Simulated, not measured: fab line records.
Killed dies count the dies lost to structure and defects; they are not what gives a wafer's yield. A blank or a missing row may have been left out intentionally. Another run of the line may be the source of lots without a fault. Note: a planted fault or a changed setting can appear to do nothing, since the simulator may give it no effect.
Split-lot trial ; flow n5-finfet ; 39 wafers read from 7 lots, route of 1938 steps

ABOUT THE SPLIT
At N5_HKMG_FIN_ETCH_55 (etches SOC in N2/H2, target depth 240 nm, time 300 s), the setting time-s was moved away from the recipe's 300 s on 9 of the 39 wafers read, by +34.1% to +50.4%. This setting was run at the recipe's value on the other wafers.

The split's own step is where the reading is taken.

THE READING
SiARC_of_HKMG_FIN_COAT_42.thk-nm (the simulator's own value, which no gauge read), in nm, at N5_HKMG_FIN_ETCH_55 (etches SOC in N2/H2, target depth 240 nm, time 300 s). The file does not state a usual value for it. Across the 30 wafers here that went through the recipe, the average is 21.5 nm and the standard deviation 0.49 nm.

wafer;tool, chamber at the split;time-s as run, s;against the recipe;SiARC_of_HKMG_FIN_COAT_42.thk-nm, nm;against lot-mates on the recipe
L077.1;rie-diel-05, 0;300;recipe;21.8;-
L077.2;rie-diel-05, 1;300;recipe;22;-
L077.3;rie-diel-05, 3;300;recipe;21.6;-
L077.4;rie-diel-05, 0;300;recipe;21.8;-
L077.5;rie-diel-05, 1;300;recipe;22.2;-
L077.6;rie-diel-05, 3;300;recipe;21.6;-
L078.1;rie-diel-05, 3;300;recipe;21.4;-
L078.2;rie-diel-05, 0;300;recipe;21.4;-
L078.3;rie-diel-05, 1;300;recipe;21.8;-
L080.1;rie-diel-06, 2;300;recipe;20.6;-
L080.2;rie-diel-06, 1;300;recipe;22.2;-
L080.3;rie-diel-06, 3;300;recipe;21.6;-
L080.4;rie-diel-06, 1;300;recipe;22.2;-
L080.5;rie-diel-06, 3;300;recipe;21.6;-
L080.6;rie-diel-06, 2;300;recipe;20.4;-
L081.1;rie-diel-06, 2;300;recipe;20.4;-
L081.2;rie-diel-06, 3;300;recipe;21.4;-
L081.3;rie-diel-06, 0;402.3;+34.1%;16.2;-4.9
L081.4;rie-diel-06, 1;402.3;+34.1%;17.6;-3.5
L081.5;rie-diel-06, 0;402.3;+34.1%;16.4;-4.7
L081.6;rie-diel-06, 3;300;recipe;21.4;-
L085.1;rie-diel-06, 3;419;+39.7%;16;-5.5
L085.2;rie-diel-06, 2;419;+39.7%;14.8;-6.7
L085.3;rie-diel-06, 0;419;+39.7%;15.4;-6.1
L085.4;rie-diel-06, 1;300;recipe;22;-
L085.5;rie-diel-06, 0;300;recipe;21;-
L085.6;rie-diel-06, 3;300;recipe;21.6;-
L092.1;rie-diel-02, 1;300;recipe;21.2;-
L092.2;rie-diel-02, 3;451.1;+50.4%;15;-6.2
L092.3;rie-diel-02, 0;300;recipe;20.8;-
L092.4;rie-diel-02, 2;451.1;+50.4%;15;-6.2
L092.5;rie-diel-02, 2;300;recipe;21.6;-
L092.6;rie-diel-02, 3;451.1;+50.4%;14.8;-6.4
L091.1;rie-diel-02, 3;300;recipe;21.6;-
L091.2;rie-diel-02, 1;300;recipe;21.2;-
L091.3;rie-diel-02, 0;300;recipe;20.8;-
L091.4;rie-diel-02, 2;300;recipe;21.8;-
L091.5;rie-diel-02, 3;300;recipe;21.6;-
L091.6;rie-diel-02, 0;300;recipe;21;-

THE FIT
A straight line over all 39 wafers: SiARC_of_HKMG_FIN_COAT_42.thk-nm changes by -0.138 nm for each +1% of time-s; r = -0.98; the points scatter about the line by 0.54 nm.
The same after taking each lot's own level away (the mean of its wafers on the recipe; 39 wafers): -0.134 nm for each +1%; r = -0.98; scatter 0.53 nm.
The reading moves by 6.7 nm for the largest change in time-s, on that fit.
The span of the lots' own levels, 21.07 to 21.83 nm, comes to 1.6 times the standard deviation stated above.
Hence the lot-to-lot level has little effect on the slope; both slopes agree.
Check: -6.85 nm against its lot-mates is what the line predicts for one of the wafers moved furthest among these (+50.4%) when that wafer is left out of the fit. Against them it came out at -6.2 nm.

OTHER SPLITS ON THESE WAFERS
Before the reading, these wafers also passed through other splits. Each is held against what the fit with the lots' levels taken away leaves over:
other split on the same wafers;wafers away from the commonest value;r with SiARC_of_HKMG_FIN_COAT_42.thk-nm (lot level and that fit taken away)
N5_PMOS_HMC_CHANNEL_EPI_HM_DEP_34 target-thk-a;12;-0.06
N5_FIN_CUT_CUT_ETCH_15 time-s;15;+0.05
N5_DUMMY_GATE_ETCH_31 target-depth-a;12;+0.01

THE WHOLE CHAIN: every reading that the file lists as answering this split, in the file's order
step;what it does;reading;change (the file's fit);r (the file's)
N5_HKMG_FIN_ETCH_55;etches SOC in N2/H2, target depth 240 nm, time 300 s;HKMG_FIN.feature-depth-nm (the simulator's own value, which no gauge read);+2.35 nm for each +1% of the setting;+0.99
N5_HKMG_FIN_ETCH_55;etches SOC in N2/H2, target depth 240 nm, time 300 s;etch.depth-nm (the simulator's own value, which no gauge read);+2.35 nm for each +1% of the setting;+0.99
N5_HKMG_FIN_ETCH_55;etches SOC in N2/H2, target depth 240 nm, time 300 s;SiARC_of_HKMG_FIN_COAT_42.thk-nm (the simulator's own value, which no gauge read);-0.134 nm for each +1% of the setting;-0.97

FILE'S OWN FIT
SiARC_of_HKMG_FIN_COAT_42.thk-nm changes by -0.134 nm for each +1% of time-s, r = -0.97.
